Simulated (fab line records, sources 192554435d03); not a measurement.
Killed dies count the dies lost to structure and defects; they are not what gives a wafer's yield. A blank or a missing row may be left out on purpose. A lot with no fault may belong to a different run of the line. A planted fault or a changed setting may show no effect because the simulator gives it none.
Chamber matching -- flow n5_finfet -- 4 sister chambers for N5_HKMG_FIN_STRIP_57 on rie_diel-03
The step strips in CF4. 4 wafers are shown with their chamber, then 10 later ones without.

== WAFERS WITH THEIR CHAMBER ==
wafer,chamber,drypump_motor_current_A (A)
L079.5,3,6.2
L084.1,0,5.5
L088.3,2,5.8
L088.4,1,6.0

== WAFERS WHOSE CHAMBER IS MISSING ==
wafer,drypump_motor_current_A (A)
L088.5,5.8
L090.1,5.8
L090.2,6.2
L090.3,5.5
L094.2,5.8
L094.3,6.1
L094.5,5.8
L095.2,6.2
L095.4,6.2
L095.6,5.5

== WHICH CHAMBER EACH ONE RAN IN ==
wafer,from the rows above,in truth
L088.5,2,2
L090.1,2,2
L090.2,3,3
L090.3,0,0
L094.2,2,2
L094.3,can't be placed: 1 or 3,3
L094.5,2,2
L095.2,3,3
L095.4,3,3
L095.6,0,0
Correctly placed: 9 of 10. From these rows, 1 cannot be placed; in 1 the true chamber is one of the candidates. 0 placed wrongly.
How it was worked out, from the rows above alone: a wafer's distance from a chamber is the root of the sum, over the readings, of the square of ((its reading less the chamber's mean) divided by the reading's scatter). If the next closest chamber is less than 2 further off than the closest, the wafer can't be placed; otherwise it belongs to the closest. Each chamber's mean is taken over the wafers shown for it. The scatter: with one shown wafer a chamber, the root of the mean of the squares of how far each hidden wafer lies from its nearest shown one.
